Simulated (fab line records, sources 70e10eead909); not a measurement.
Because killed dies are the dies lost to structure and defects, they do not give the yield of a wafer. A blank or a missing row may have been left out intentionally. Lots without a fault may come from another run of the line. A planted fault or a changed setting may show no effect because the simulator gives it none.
Which tool is to blame? + flow nandHarc + Sampling: 24 lots, 72 wafers, 6 of 1159 route steps

## WHAT THE GAUGES SHOWED, per wafer
No reading from a measuring or inspecting step in the record can be judged against a usual standard deviation.

## WHAT TOOL EACH LOT RAN ON (gives the tool, then ch and the chambers of the sampled wafers, and finally the start)
| lot  | NHARC_A_CONTACT_ETCH_126           | NHARC_A_CONTACT_ETCH_128           | NHARC_A_CONTACT_ETCH_133           | NHARC_A_CONTACT_DEP_84       | NHARC_A_CONTACT_ETCH_139           | NHARC_A_BLC_ALD_23                 |
|------|------------------------------------|------------------------------------|------------------------------------|------------------------------|------------------------------------|------------------------------------|
| L075 | harCapEtch-02 ch 0,1, day 16 19:08 | harCapEtch-02 ch 0,1, day 16 19:31 | harCapEtch-02 ch 0,1, day 16 20:31 | aclDep-01 ch 0, day 16 22:41 | harCapEtch-03 ch 0,1, day 17 02:37 | aldMetal-02 ch 2,3, day 17 15:26   |
| L076 | harCapEtch-03 ch 0,1, day 16 19:55 | harCapEtch-03 ch 0,1, day 16 20:12 | harCapEtch-03 ch 0,1, day 16 20:55 | aclDep-03 ch 0, day 16 22:55 | harCapEtch-01 ch 0,1, day 17 02:39 | aldMetal-01 ch 0,2,3, day 17 14:53 |
| L074 | harCapEtch-01 ch 0,1, day 17 00:29 | harCapEtch-01 ch 0,1, day 17 00:47 | harCapEtch-01 ch 0,1, day 17 01:31 | aclDep-03 ch 0, day 17 03:43 | harCapEtch-02 ch 0,1, day 17 07:35 | aldMetal-02 ch 0,1, day 17 18:58   |
| L079 | harCapEtch-03 ch 0, day 17 08:38   | harCapEtch-03 ch 0, day 17 08:56   | harCapEtch-03 ch 0, day 17 09:38   | aclDep-01 ch 0, day 17 11:56 | harCapEtch-01 ch 0,1, day 17 15:40 | aldMetal-01 ch 0,1,2, day 17 21:32 |
| L078 | harCapEtch-01 ch 0,1, day 17 10:35 | harCapEtch-01 ch 0,1, day 17 10:53 | harCapEtch-01 ch 0,1, day 17 11:38 | aclDep-01 ch 0, day 17 15:20 | harCapEtch-02 ch 0,1, day 17 19:23 | aldMetal-01 ch 0,1,2, day 18 00:58 |
| L080 | harCapEtch-03 ch 0,1, day 17 14:11 | harCapEtch-03 ch 0,1, day 17 14:28 | harCapEtch-03 ch 0,1, day 17 15:11 | aclDep-02 ch 0, day 17 18:51 | harCapEtch-01 ch 0,1, day 17 23:00 | aldMetal-02 ch 0,1,3, day 18 04:45 |
| L077 | harCapEtch-03 ch 0,1, day 17 21:46 | harCapEtch-03 ch 0,1, day 17 22:03 | harCapEtch-03 ch 0,1, day 17 22:49 | aclDep-02 ch 0, day 18 01:59 | harCapEtch-03 ch 0,1, day 18 05:22 | aldMetal-02 ch 0,1,3, day 18 12:52 |
| L081 | harCapEtch-01 ch 0,1, day 18 07:15 | harCapEtch-01 ch 0,1, day 18 07:32 | harCapEtch-01 ch 0,1, day 18 08:14 | aclDep-01 ch 0, day 18 10:02 | harCapEtch-01 ch 0,1, day 18 14:06 | aldMetal-04 ch 1,2,3, day 18 19:56 |
| L082 | harCapEtch-03 ch 0,1, day 18 19:31 | harCapEtch-03 ch 0,1, day 18 19:48 | harCapEtch-03 ch 0,1, day 18 20:31 | aclDep-01 ch 0, day 18 22:28 | harCapEtch-03 ch 0, day 19 02:49   | aldMetal-01 ch 0,1,3, day 19 12:46 |
| L083 | harCapEtch-02 ch 0,1, day 18 20:02 | harCapEtch-02 ch 0,1, day 18 20:24 | harCapEtch-02 ch 0,1, day 18 21:22 | aclDep-03 ch 0, day 18 23:26 | harCapEtch-02 ch 0,1, day 19 03:16 | aldMetal-02 ch 0,2,3, day 19 13:26 |
| L084 | harCapEtch-01 ch 0,1, day 19 05:37 | harCapEtch-01 ch 0,1, day 19 05:54 | harCapEtch-01 ch 0,1, day 19 06:38 | aclDep-01 ch 0, day 19 08:19 | harCapEtch-03 ch 0,1, day 19 12:13 | aldMetal-01 ch 1,2, day 19 18:13   |
| L086 | harCapEtch-02 ch 1, day 19 23:19   | harCapEtch-02 ch 1, day 19 23:49   | harCapEtch-02 ch 1, day 20 01:07   | aclDep-02 ch 0, day 20 03:10 | harCapEtch-03 ch 0,1, day 20 06:41 | aldMetal-02 ch 0,1,2, day 20 13:09 |
| L085 | harCapEtch-01 ch 0,1, day 19 23:24 | harCapEtch-01 ch 0,1, day 19 23:41 | harCapEtch-01 ch 0,1, day 20 00:25 | aclDep-01 ch 0, day 20 02:06 | harCapEtch-02 ch 0,1, day 20 06:31 | aldMetal-01 ch 2,3, day 20 12:14   |
| L087 | harCapEtch-03 ch 0,1, day 20 04:20 | harCapEtch-03 ch 0,1, day 20 04:38 | harCapEtch-03 ch 0,1, day 20 05:20 | aclDep-01 ch 0, day 20 09:27 | harCapEtch-03 ch 0,1, day 20 13:11 | aldMetal-02 ch 1,2,3, day 20 19:33 |
| L091 | harCapEtch-02 ch 0,1, day 20 14:35 | harCapEtch-02 ch 0,1, day 20 15:05 | harCapEtch-02 ch 0,1, day 20 16:23 | aclDep-02 ch 0, day 20 21:26 | harCapEtch-01 ch 0,1, day 21 01:45 | aldMetal-02 ch 0,2,3, day 21 12:01 |
| L090 | harCapEtch-01 ch 0,1, day 20 17:26 | harCapEtch-01 ch 0,1, day 20 17:43 | harCapEtch-01 ch 0,1, day 20 18:27 | aclDep-03 ch 0, day 20 23:04 | harCapEtch-02 ch 0,1, day 21 03:32 | aldMetal-01 ch 0,1,2, day 21 12:43 |
| L089 | harCapEtch-03 ch 0, day 20 19:53   | harCapEtch-03 ch 0, day 20 20:10   | harCapEtch-03 ch 0, day 20 20:54   | aclDep-02 ch 0, day 21 01:58 | harCapEtch-03 ch 0,1, day 21 05:46 | aldMetal-02 ch 0,1, day 21 13:37   |
| L088 | harCapEtch-01 ch 0,1, day 20 20:48 | harCapEtch-01 ch 0,1, day 20 21:05 | harCapEtch-01 ch 0,1, day 20 21:49 | aclDep-03 ch 0, day 21 06:18 | harCapEtch-03 ch 0,1, day 21 10:09 | aldMetal-01 ch 1,3, day 21 16:28   |
| L093 | harCapEtch-03 ch 0,1, day 21 01:41 | harCapEtch-03 ch 0,1, day 21 01:58 | harCapEtch-03 ch 0,1, day 21 02:42 | aclDep-02 ch 0, day 21 08:44 | harCapEtch-03 ch 0,1, day 21 12:28 | aldMetal-02 ch 0,1,2, day 21 18:13 |
| L092 | harCapEtch-02 ch 0,1, day 21 08:49 | harCapEtch-02 ch 0,1, day 21 09:11 | harCapEtch-02 ch 0,1, day 21 10:10 | aclDep-02 ch 0, day 21 13:29 | harCapEtch-03 ch 0,1, day 21 17:20 | aldMetal-01 ch 0,2,3, day 22 03:07 |
| L094 | harCapEtch-01 ch 0, day 21 10:56   | harCapEtch-01 ch 0, day 21 11:13   | harCapEtch-01 ch 0, day 21 11:58   | aclDep-02 ch 0, day 21 14:44 | harCapEtch-02 ch 0, day 21 18:55   | aldMetal-04 ch 1,2,3, day 22 03:16 |
| L096 | harCapEtch-02 ch 0,1, day 21 12:33 | harCapEtch-02 ch 0,1, day 21 12:56 | harCapEtch-02 ch 0,1, day 21 13:53 | aclDep-01 ch 0, day 21 15:47 | harCapEtch-03 ch 0,1, day 21 20:23 | aldMetal-02 ch 0,1,3, day 22 03:43 |
| L095 | harCapEtch-01 ch 0,1, day 21 16:21 | harCapEtch-01 ch 0,1, day 21 16:38 | harCapEtch-01 ch 0,1, day 21 17:25 | aclDep-01 ch 0, day 21 20:53 | harCapEtch-01 ch 0,1, day 22 00:29 | aldMetal-01 ch 0,1,3, day 22 12:26 |
| L097 | harCapEtch-02 ch 0,1, day 22 14:19 | harCapEtch-02 ch 0,1, day 22 14:36 | harCapEtch-02 ch 0,1, day 22 15:20 | aclDep-03 ch 0, day 22 18:14 | harCapEtch-01 ch 0, day 22 22:02   | aldMetal-01 ch 0,3, day 23 11:52   |
- NHARC_A_CONTACT_ETCH_126: etches the open film in C4F8/O2/Ar, time 155 s, target depth 956 nm.
- NHARC_A_CONTACT_ETCH_128: etches the open film in C4F8/O2/Ar, time 155 s, target depth 956 nm.
- NHARC_A_CONTACT_ETCH_133: etches the open film in C4F8/O2/Ar, time 195 s, target depth 840 nm.
- NHARC_A_CONTACT_DEP_84: deposits aC, target thk 2000 nm.
- NHARC_A_CONTACT_ETCH_139: etches the open film in C4F8/O2/Ar, time 137 s, target depth 590 nm.
- NHARC_A_BLC_ALD_23: deposits TiN, target thk 3 nm, pulse time 1 s, ald cycles 150.

## AS READ BY THE TOOLS THEMSELVES (means over the sampled wafers that have a number; for cases with no such wafer, the mark the record gives instead)
NHARC_A_CONTACT_DEP_84. Usual: 35.000 % for throttleValvePct, sd 0.0089.
| lot  | tool      | throttleValvePct (%) | flag |
|------|-----------|----------------------|------|
| L075 | aclDep-01 | 35.000               |      |
| L076 | aclDep-03 | 35.010               |      |
| L074 | aclDep-03 | 35.001               |      |
| L079 | aclDep-01 | 34.992               |      |
| L078 | aclDep-01 | 35.004               |      |
| L080 | aclDep-02 | 34.998               |      |
| L077 | aclDep-02 | 34.999               |      |
| L081 | aclDep-01 | 34.999               |      |
| L082 | aclDep-01 | 35.002               |      |
| L083 | aclDep-03 | 35.000               |      |
| L084 | aclDep-01 | 34.999               |      |
| L086 | aclDep-02 | 34.993               |      |
| L085 | aclDep-01 | 35.004               |      |
| L087 | aclDep-01 | 35.002               |      |
| L091 | aclDep-02 | 34.994               |      |
| L090 | aclDep-03 | 35.005               |      |
| L089 | aclDep-02 | 35.001               |      |
| L088 | aclDep-03 | 35.007               |      |
| L093 | aclDep-02 | 35.015               |      |
| L092 | aclDep-02 | 35.000               |      |
| L094 | aclDep-02 | 35.001               |      |
| L096 | aclDep-01 | 34.996               |      |
| L095 | aclDep-01 | 34.996               |      |
| L097 | aclDep-03 | 35.003               |      |

NHARC_A_BLC_ALD_23. Usual: heaterPowerOuterW 675 W, standard deviation 70; heaterPowerW 1059 W, standard deviation 92; precursorPulseHeightRel 0.999, standard deviation 0.02.
| lot  | tool        | heaterPowerOuterW (W) | heaterPowerW (W) | precursorPulseHeightRel | flag |
|------|-------------|-----------------------|------------------|-------------------------|------|
| L075 | aldMetal-02 | 738                   | 1127             | 1.001                   |      |
| L076 | aldMetal-01 | 638                   | 1031             | 0.993                   |      |
| L074 | aldMetal-02 | 712                   | 1083             | 0.994                   |      |
| L079 | aldMetal-01 | 620                   | 979              | 1.002                   |      |
| L078 | aldMetal-01 | 605                   | 984              | 1.002                   |      |
| L080 | aldMetal-02 | 700                   | 1073             | 0.994                   |      |
| L077 | aldMetal-02 | 692                   | 1062             | 0.985                   |      |
| L081 | aldMetal-04 | 621                   | 1001             | 1.006                   |      |
| L082 | aldMetal-01 | 639                   | 1038             | 0.994                   |      |
| L083 | aldMetal-02 | 737                   | 1132             | 1.013                   |      |
| L084 | aldMetal-01 | 644                   | 1032             | 1.012                   |      |
| L086 | aldMetal-02 | 736                   | 1124             | 1.000                   |      |
| L085 | aldMetal-01 | 705                   | 1142             | 1.002                   |      |
| L087 | aldMetal-02 | 727                   | 1123             | 1.007                   |      |
| L091 | aldMetal-02 | 751                   | 1151             | 0.964                   |      |
| L090 | aldMetal-01 | 599                   | 965              | 0.983                   |      |
| L089 | aldMetal-02 | 710                   | 1099             | 0.999                   |      |
| L088 | aldMetal-01 | 698                   | 1115             | 1.007                   |      |
| L093 | aldMetal-02 | 728                   | 1106             | 1.016                   |      |
| L092 | aldMetal-01 | 637                   | 1035             | 1.003                   |      |
| L094 | aldMetal-04 | 625                   | 1005             | 1.003                   |      |
| L096 | aldMetal-02 | 700                   | 1085             | 0.997                   |      |
| L095 | aldMetal-01 | 640                   | 1026             | 0.992                   |      |
| L097 | aldMetal-01 | 684                   | 1092             | 0.984                   |      |

## THE ANSWER, worked out from the rows above alone
Rule: take the mean of a lot's wafers that have a number; if it is more than 3 standard deviations from the usual mean, the lot is off. A lot without any number at a reading at which 4 lots or more have one is off too. Any other lot the step has rows for is counted as sound. After the gauges, taken in route order, come the tools' own readings; for these a lot's mean is taken, as printed above. At the first step where some lot is off, the reading lying furthest off is the one used; lots without a number count as furthest.
Nothing can be told from this: no lot is off at any reading shown.

## WHAT THE SIMULATOR PUT IN
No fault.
